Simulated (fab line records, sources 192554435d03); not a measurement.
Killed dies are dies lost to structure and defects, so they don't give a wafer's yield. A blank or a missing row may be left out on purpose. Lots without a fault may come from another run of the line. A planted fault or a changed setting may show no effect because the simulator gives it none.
A struck lot beside a sound one | flow n5_finfet | 16 steps out of a route of 1938
Sound: wafers L756.2, L756.5, L756.6. Struck: wafer L773.2. (L773.1, L773.5 of the same lot were not struck and are left out.) The cause comes at the end.
At each step with rows: each side's tool, then ch and its chambers, then its first start. Under that, the readings that differ: sound wafers | struck wafers | difference of the means | sigmas: that difference in standard deviations of wafers without a fault.
alike: readings whose means differ by less than 2 such deviations, and words and numbers that are the same on both sides. not compared: withheld readings, readings that some wafer has no value for, bounds like >300 that may hide the same value, and numbers for which the record gives no deviation and whose values overlap.
The two part at a step that has a row with sigmas, a row that says differs or no value, or rows on one side only. Numbers that don't overlap but have no deviation are shown without sigmas and don't part them. A reading that every wafer of one side lacks parts them only if that side has two wafers or more.

first, 4 steps without rows for these wafers: N5_SDB_SOFTBAKE_06 (time 60 s); N5_SDB_EXPOSE_08 (exposes mask SDB); N5_SDB_PEB_09 (peb time 60 s); N5_SDB_DEVELOP_10 (develop time 30 s).
N5_SDB_CD_MEAS_11: target cd 50 nm.
  sound on cd_sem-03 ch 0, day 4 01:56; struck on cd_sem-03 ch 0, day 8 09:48
  alike: cd_nm
N5_SDB_OVL_MEAS_12:
  sound on overlay-02 ch 0, day 4 01:58; struck on overlay-01 ch 0, day 8 09:50
  alike: SDB_OVL
N5_SDB_INSPECT_13: inspects for defects (brightfield).
  sound on defect_inspect-02, day 4 01:59; struck on defect_inspect-02, day 8 09:52
  alike: raw_defect_count
N5_SDB_DESCUM_16: chemistry O2, time 7.9 s.
  sound on rie_diel-06 ch 0,1, day 4 02:01; struck on rie_diel-06 ch 3, day 8 10:13
  reading               | sound          | struck | difference | sigmas
  oes_product_au (a.u.) | 0.75 0.75 0.72 | 0.98   | +0.24      | +3
  alike: bias_power_w, drypump_motor_current_A, rf_fwd_power_W, rf_vpp_V, showerhead_plenum_p_Torr, temp_c, throttle_valve_pct
  not compared: rf_hours_counter_h
N5_SDB_ETCH_17: etches SiARC in CF4, target depth 23.4 nm, time 39 s.
  sound on rie_diel-06 ch 0,1, day 4 02:04; struck on rie_diel-06 ch 3, day 8 10:16
  reading               | sound          | struck | difference | sigmas
  oes_product_au (a.u.) | 0.65 0.65 0.61 | 0.83   | +0.19      | +3
  alike: cf4_flow_sccm, drypump_motor_current_A, etch_rf_on_time_s, mfc_ar_sccm, rf_fwd_power_W, rf_vpp_V, showerhead_plenum_p_Torr, throttle_valve_pct
  not compared: rf_hours_counter_h
N5_SDB_ETCH_18: etches SOC in N2/H2, target depth 100 nm, overetch 20 nm, time 150 s.
  sound on rie_diel-06 ch 0,1, day 4 02:05; struck on rie_diel-06 ch 3, day 8 10:17
  reading               | sound             | struck | difference | sigmas
  oes_product_au (a.u.) | 0.68 0.68 0.65    | 0.87   | +0.20      | +3
  rf_fwd_power_W (W)    | 841.7 838.2 839.7 | 833.0  | -6.9       | -3
  alike: drypump_motor_current_A, rf_vpp_V, showerhead_plenum_p_Torr, temp_c, throttle_valve_pct
  not compared: rf_hours_counter_h
then, 1 step without rows for these wafers: N5_SDB_STRIP_19 (strips in N2/H2).
N5_SDB_STRIP_21: strips in CF4.
  sound on rie_diel-06 ch 0,1, day 4 02:14; struck on rie_diel-06 ch 3, day 8 10:26
  reading               | sound          | struck | difference | sigmas
  oes_product_au (a.u.) | 0.75 0.74 0.71 | 0.97   | +0.24      | +3
  alike: bias_power_w, cf4_flow_sccm, drypump_motor_current_A, rf_fwd_power_W, rf_vpp_V, showerhead_plenum_p_Torr, throttle_valve_pct
  not compared: rf_hours_counter_h
N5_SDB_HM_OPEN_20: chemistry CH3F/O2, target SiNx, stops on poly-Si, target depth 24 nm.
  sound on rie_diel-06 ch 0,1, day 4 02:15; struck on rie_diel-06 ch 3, day 8 10:27
  reading                              | sound          | struck | difference | sigmas
  oes_f_703_au (a.u.)                  | 0.74 0.74 0.68 | 0.95   | +0.23      | +3
  oes_product_au (a.u.)                | 0.63 0.61 0.61 | 0.79   | +0.17      | +3
  rf_vpp_V (V)                         | 309 309 307    | 294    | -14        | -2
  model.SOC_of_SDB_COAT_03.thk_nm (nm) | 84.6 84.2 84.6 | 87.8   | +3.3       |
  alike: drypump_motor_current_A, mfc_ar_sccm, rf_fwd_power_W, showerhead_plenum_p_Torr, throttle_valve_pct
  not compared: rf_hours_counter_h
N5_SDB_STRIP_22: strips in N2/H2.
  sound on plasma_asher-02 ch 0,1, day 4 02:20; struck on plasma_asher-02 ch 0, day 8 10:32
  reading                      | sound          | struck | difference | sigmas
  strip_time_to_endpoint_s (s) | 96.8 96.4 96.7 | 99.8   | +3.2       | +8
  alike: drypump_motor_current_A, heater_power_w, oes_product_au, temp_c
  not compared: rf_hours_counter_h
then, 1 step without rows for these wafers: N5_SDB_PRECLEAN_23 (cleans in dHF, time 30 s).
-- the record jumps here: 5 days lie between the struck wafers' starts before and after (it left off in module SDB and takes up again in module BEOL_M4, whose first step shown is number 1111 of the route) --
N5_BEOL_M4_RC_MEAS_101:
  sound on prober-01 ch 0, day 8 17:26; struck on prober-02 ch 0, day 13 04:56
  reading        | sound          | struck | difference | sigmas
  IOFF_P (nA/um) | 0.17 0.25 0.23 | 0.15   | -0.07      | -2
  VT_P (mV)      | -255 -247 -250 | -258   | -7         | -2
  alike: DIBL_N, DIBL_P, IOFF_N, ION_N, ION_P, SS_N, SS_P, VT_N

WHERE THEY PART
First at N5_SDB_DESCUM_16; last, within this record, at N5_BEOL_M4_RC_MEAS_101.

WHY: what the simulator had put in
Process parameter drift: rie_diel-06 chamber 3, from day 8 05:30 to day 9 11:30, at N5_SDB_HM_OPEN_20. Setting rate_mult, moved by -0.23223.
